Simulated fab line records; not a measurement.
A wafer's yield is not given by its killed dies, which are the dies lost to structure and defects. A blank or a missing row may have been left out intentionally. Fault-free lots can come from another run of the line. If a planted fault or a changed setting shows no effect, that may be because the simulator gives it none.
Which tool is to blame? | flow n5-finfet | 28 wafers from 11 lots sampled at 5 of the route's 1938 steps

== WHAT EACH GAUGE READ, for each wafer ==
N5_HKMG_FIN_OVL_MEAS_13.
lot  | measured    | on         | NWFM_OVL (nm)
L164 | day 4 03:22 | overlay-01 | -0.3 -0.6
L165 | day 4 13:40 | overlay-02 | 1.1 -0.3 0.7
L170 | day 5 15:23 | overlay-01 | -0.8 -0.2 1.8
L173 | day 6 09:01 | overlay-01 | -0.2 -0.1
L178 | day 7 16:19 | overlay-01 | -0.5 -0.4 -0.2
L179 | day 7 23:54 | overlay-01 | -0.3 0.5 0.2
L180 | day 8 02:37 | overlay-01 | -0.4 0.4 0.9
L184 | day 9 01:18 | overlay-01 | -0.1 0.3
L185 | day 9 07:55 | overlay-02 | -0.9 -0.1
L186 | day 9 19:29 | overlay-02 | 0.4 1.5 0.9
L187 | day 9 23:14 | overlay-01 | 0.0 0.9

N5_BEOL_M4_RC_MEAS_101.
lot  | measured     | on        | DIBL_N (mV/V)  | DIBL_P (mV/V)  | EOT_N             | EOT_P             | IGATE_N (nA/um)      | IGATE_P (nA/um)      | IOFF_N (nA/um) | IOFF_P (nA/um) | IOFF_P_85C (nA/um) | IOFF_P_LIN (nA/um) | ION_N (uA/um) | ION_P (uA/um) | SS_N (mV/dec)  | SS_P (mV/dec)  | VT_N (mV)   | VT_P (mV)
L164 | day 7 18:09  | prober-01 | 35.5 33.2      | 36.4 33.5      | 10.32 10.47       | 10.34 10.50       | 0.0155 0.0126        | 0.0046 0.0037        | 0.16 0.11      | 0.26 0.20      | 4.2 3.5            | 0.122 0.103        | 669 649       | 475 462       | 72.2 71.1      | 73.6 72.7      | 251 257     | -243.3 -247.6
L165 | day 8 10:25  | prober-02 | 38.3 35.3 35.2 | 39.1 35.5 36.0 | 10.62 10.57 10.46 | 10.55 10.47 10.32 | 0.0123 0.0129 0.0152 | 0.0036 0.0037 0.0044 | 0.24 0.16 0.16 | 0.29 0.22 0.23 | 4.7 3.7 3.9        | 0.131 0.106 0.110  | 711 670 671   | 482 465 465   | 71.9 71.7 71.8 | 73.6 71.8 72.8 | 241 249 245 | -245.8 -248.4 -249.0
L170 | day 9 06:28  | prober-01 | 34.8 34.5 38.4 | 35.2 35.1 40.7 | 10.59 10.56 10.42 | 10.51 10.37 10.42 | 0.0107 0.0132 0.0130 | 0.0033 0.0041 0.0039 | 0.14 0.13 0.21 | 0.18 0.17 0.27 | 3.2 3.2 4.5        | 0.089 0.086 0.116  | 687 670 687   | 470 459 472   | 71.5 71.3 72.4 | 72.7 73.1 74.3 | 251 251 244 | -250.1 -251.9 -245.6
L173 | day 10 18:18 | prober-01 | 33.9 37.4      | 33.0 38.3      | 10.57 10.54       | 10.43 10.54       | 0.0130 0.0103        | 0.0039 0.0030        | 0.12 0.17      | 0.17 0.26      | 3.1 4.3            | 0.088 0.117        | 663 678       | 464 469       | 71.1 71.9      | 72.9 74.4      | 255 249     | -251.0 -245.3
L178 | day 12 04:50 | prober-01 | 41.6 36.6 40.7 | 41.0 37.3 41.7 | 11.79 11.98 11.99 | 11.79 11.99 12.02 | 0.0027 0.0019 0.0021 | 0.0008 0.0006 0.0006 | 0.27 0.17 0.27 | 0.34 0.27 0.37 | 5.4 4.6 5.9        | 0.152 0.137 0.169  | 651 652 684   | 452 455 470   | 72.6 71.0 72.1 | 74.8 73.7 75.0 | 246 248 242 | -241.6 -243.1 -241.4
L179 | day 12 21:02 | prober-02 | 41.8 40.3 41.6 | 42.3 41.1 43.1 | 11.81 11.85 11.83 | 11.90 12.02 11.90 | 0.0027 0.0025 0.0027 | 0.0008 0.0008 0.0008 | 0.30 0.27 0.30 | 0.37 0.34 0.40 | 6.0 5.6 6.3        | 0.169 0.161 0.176  | 673 673 679   | 457 463 463   | 72.6 72.3 72.5 | 74.8 73.5 75.0 | 242 242 238 | -240.6 -241.4 -240.4
L180 | day 12 19:57 | prober-02 | 35.5 38.1 36.0 | 35.8 39.8 37.6 | 11.83 11.88 11.87 | 11.87 11.92 11.95 | 0.0026 0.0025 0.0028 | 0.0008 0.0007 0.0009 | 0.15 0.20 0.18 | 0.20 0.27 0.24 | 3.5 4.6 4.1        | 0.106 0.131 0.122  | 643 653 658   | 443 453 456   | 71.4 72.1 70.9 | 72.4 74.2 72.4 | 248 247 244 | -249.5 -246.8 -247.4
L184 | day 14 06:56 | prober-02 | 35.6 33.9      | 35.0 33.2      | 10.52 10.51       | 10.37 10.34       | 0.0123 0.0155        | 0.0037 0.0046        | 0.15 0.13      | 0.20 0.20      | 3.6 3.4            | 0.097 0.094        | 675 679       | 466 471       | 71.8 70.7      | 73.3 73.0      | 250 252     | -247.7 -248.3
L185 | day 13 18:13 | prober-02 | 38.5 35.2      | 39.9 34.9      | 10.56 10.46       | 10.46 10.51       | 0.0115 0.0131        | 0.0034 0.0038        | 0.21 0.15      | 0.22 0.16      | 3.8 2.9            | 0.099 0.081        | 685 671       | 455 451       | 72.0 70.6      | 74.3 72.9      | 248 252     | -252.6 -256.1
L186 | day 14 13:26 | prober-01 | 39.8 36.3 37.8 | 41.0 37.9 38.1 | 10.34 10.48 10.47 | 10.33 10.25 10.61 | 0.0166 0.0140 0.0116 | 0.0050 0.0042 0.0035 | 0.25 0.17 0.21 | 0.31 0.25 0.24 | 5.0 4.2 4.1        | 0.136 0.117 0.115  | 702 687 689   | 476 474 460   | 72.3 71.1 72.4 | 74.4 74.2 74.1 | 242 246 244 | -245.9 -244.9 -248.1
L187 | day 14 01:16 | prober-02 | 34.2 36.9      | 34.1 37.5      | 10.52 10.57       | 10.43 10.53       | 0.0142 0.0103        | 0.0042 0.0031        | 0.13 0.16      | 0.18 0.23      | 3.1 3.9            | 0.088 0.107        | 676 672       | 466 468       | 70.1 71.6      | 73.3 74.1      | 251 251     | -251.3 -249.1

== WHAT TOOL EACH LOT RAN ON (gives the tool, then ch and the chambers of the sampled wafers, and finally the start) ==
lot  | N5_SDB_DESCUM_16                  | N5_HKMG_FIN_ETCH_58               | N5_HKMG_FIN_CVD_62
L164 | rie-diel-06 ch 1,2, day 3 18:29   | rie-diel-06 ch 1, day 4 00:28     | thermal-cvd-si-01 ch 0,2, day 4 01:57
L165 | rie-diel-05 ch 0,2,3, day 4 01:43 | rie-diel-06 ch 1,3, day 4 10:37   | thermal-cvd-si-02 ch 0,1,2, day 4 12:02
L170 | rie-diel-04 ch 1,2,3, day 5 06:32 | rie-diel-05 ch 0,1,3, day 5 12:22 | thermal-cvd-si-01 ch 0,2, day 5 13:48
L173 | rie-diel-04 ch 0,1, day 5 23:35   | rie-diel-06 ch 1,2, day 6 05:59   | thermal-cvd-si-02 ch 0,2, day 6 07:18
L178 | rie-diel-04 ch 0,1,2, day 7 07:03 | rie-diel-05 ch 0,2,3, day 7 13:12 | thermal-cvd-si-01 ch 0,1,2, day 7 14:43
L179 | rie-diel-06 ch 0,3, day 7 14:06   | rie-diel-05 ch 0,2,3, day 7 20:51 | thermal-cvd-si-02 ch 0,1,2, day 7 22:16
L180 | rie-diel-04 ch 1,2,3, day 7 16:32 | rie-diel-04 ch 0,1,3, day 7 23:25 | thermal-cvd-si-01 ch 0,1, day 8 00:53
L184 | rie-diel-06 ch 2,3, day 8 16:18   | rie-diel-04 ch 0,3, day 8 22:25   | thermal-cvd-si-01 ch 1,2, day 8 23:50
L185 | rie-diel-04 ch 0,1, day 8 21:15   | rie-diel-04 ch 1,2, day 9 04:48   | thermal-cvd-si-02 ch 2, day 9 06:17
L186 | rie-diel-06 ch 0,1,2, day 9 10:38 | rie-diel-04 ch 1,2,3, day 9 16:38 | thermal-cvd-si-01 ch 0,1,2, day 9 17:55
L187 | rie-diel-06 ch 1,2, day 9 13:40   | rie-diel-05 ch 2,3, day 9 20:13   | thermal-cvd-si-02 ch 1,2, day 9 21:38
- N5_SDB_DESCUM_16: chemistry O2, time 7.9 s.
- N5_HKMG_FIN_ETCH_58: etches SOC in N2/H2, target depth 215.8 nm, time 741 s.
- N5_HKMG_FIN_CVD_62: deposits a-Si from Si2H6, target thk 3 nm, time 20.8 s.

== AS READ BY THE TOOLS THEMSELVES (means over the sampled wafers that have a number; for cases with no such wafer, the mark the record gives instead) ==
N5_SDB_DESCUM_16.
lot  | tool        | drypump-motor-current-A (A) | oes-product-au (a.u.) | rf-fwd-power-W (W) | rf-vpp-V (V) | showerhead-plenum-p-Torr (Torr) | temp-c (C) | throttle-valve-pct (%)
L164 | rie-diel-06 | 6.5                         | 0.70                  | 49.36              | 243.5        | 2.17                            | 40.11      | 20.45
L165 | rie-diel-05 | 5.7                         | 0.73                  | 49.53              | 243.6        | 2.11                            | 40.07      | 20.46
L170 | rie-diel-04 | 5.5                         | 0.77                  | 49.61              | 243.8        | 2.15                            | 40.00      | 20.54
L173 | rie-diel-04 | 5.3                         | 0.71                  | 49.12              | 242.9        | 2.17                            | 40.11      | 20.69
L178 | rie-diel-04 | 5.5                         | 0.74                  | 49.46              | 243.6        | 2.18                            | 40.01      | 20.64
L179 | rie-diel-06 | 5.5                         | 0.76                  | 49.27              | 242.7        | 2.03                            | 40.06      | 20.31
L180 | rie-diel-04 | 5.5                         | 0.76                  | 49.55              | 243.6        | 2.14                            | 39.95      | 20.57
L184 | rie-diel-06 | 6.1                         | 0.91                  | 49.31              | 243.7        | 2.14                            | 40.01      | 20.16
L185 | rie-diel-04 | 5.3                         | 0.69                  | 49.33              | 244.7        | 2.16                            | 39.98      | 20.73
L186 | rie-diel-06 | 6.1                         | 0.85                  | 49.18              | 242.8        | 2.09                            | 39.90      | 20.29
L187 | rie-diel-06 | 6.5                         | 0.94                  | 49.48              | 242.6        | 2.15                            | 40.02      | 20.18

N5_HKMG_FIN_ETCH_58.
lot  | tool        | drypump-motor-current-A (A) | oes-product-au (a.u.) | rf-fwd-power-W (W) | rf-vpp-V (V) | showerhead-plenum-p-Torr (Torr) | throttle-valve-pct (%)
L164 | rie-diel-06 | 6.5                         | 0.73                  | 875.1              | 98.8         | 2.61                            | 17.63
L165 | rie-diel-06 | 6.0                         | 0.70                  | 872.4              | 98.5         | 2.62                            | 17.75
L170 | rie-diel-05 | 5.8                         | 0.77                  | 875.4              | 99.3         | 2.55                            | 17.86
L173 | rie-diel-06 | 6.5                         | 0.70                  | 873.8              | 98.8         | 2.59                            | 17.70
L178 | rie-diel-05 | 5.7                         | 0.80                  | 873.7              | 99.9         | 2.58                            | 17.97
L179 | rie-diel-05 | 5.7                         | 0.80                  | 874.3              | 99.2         | 2.57                            | 17.98
L180 | rie-diel-04 | 5.3                         | 0.71                  | 873.1              | 98.8         | 2.58                            | 18.06
L184 | rie-diel-04 | 5.3                         | 0.70                  | 869.8              | 99.2         | 2.54                            | 18.02
L185 | rie-diel-04 | 5.6                         | 0.76                  | 872.5              | 99.7         | 2.64                            | 17.95
L186 | rie-diel-04 | 5.5                         | 0.74                  | 875.5              | 98.7         | 2.59                            | 17.96
L187 | rie-diel-05 | 5.9                         | 0.72                  | 873.7              | 98.9         | 2.60                            | 18.09

N5_HKMG_FIN_CVD_62.
lot  | tool              | chamber-pressure-Torr (Torr) | heater-power-outer-w (W) | heater-power-w (W)
L164 | thermal-cvd-si-01 | 0.9978                       | 916                      | 1389
L165 | thermal-cvd-si-02 | 1.0007                       | 933                      | 1377
L170 | thermal-cvd-si-01 | 0.9995                       | 959                      | 1473
L173 | thermal-cvd-si-02 | 1.0002                       | 950                      | 1450
L178 | thermal-cvd-si-01 | -                            | -                        | -
L179 | thermal-cvd-si-02 | -                            | -                        | -
L180 | thermal-cvd-si-01 | -                            | -                        | -
L184 | thermal-cvd-si-01 | 1.0010                       | 838                      | 1238
L185 | thermal-cvd-si-02 | 0.9970                       | 834                      | 1323
L186 | thermal-cvd-si-01 | 0.9999                       | 898                      | 1377
L187 | thermal-cvd-si-02 | 0.9977                       | 839                      | 1338

== THE ANSWER, worked out from the rows above alone ==
Rule: what is usual is taken from the lots themselves. Put in order of their means at a reading, lots are off if they are a third of the lots or fewer, leave a main group of 4 or more, and stand apart from it by a gap of 3 or more times the standard deviation of the main group's means; of several such gaps the widest counts. Not used: any main group whose means are identical at the precision the tables above print for the reading. Also off: a lot with no number at a reading for which 4 or more lots have one. Any other lot the step has rows for is counted as sound. The gauges are gone through in route order, then the tools' own readings, and for those a lot's mean is taken as printed above. At the first step where some lot is off, the reading lying furthest off is the one used; lots without a number count as furthest.
Off: L178, L179, L180, at N5_BEOL_M4_RC_MEAS_101 (EOT_P). Mean 10.44 and standard deviation 0.044 in the main group.
If a tool, at a process step before that reading, ran all the lots that are off and no sound lot after the first of them, it fits. Not tried: the gauges at N5_BEOL_M4_RC_MEAS_101; whatever is off there is also off at N5_HKMG_FIN_CVD_62, on other tools, and gauge error can't account for it. No candidate that was tried fits.

== WHAT WAS PUT IN BY THE SIMULATOR ==
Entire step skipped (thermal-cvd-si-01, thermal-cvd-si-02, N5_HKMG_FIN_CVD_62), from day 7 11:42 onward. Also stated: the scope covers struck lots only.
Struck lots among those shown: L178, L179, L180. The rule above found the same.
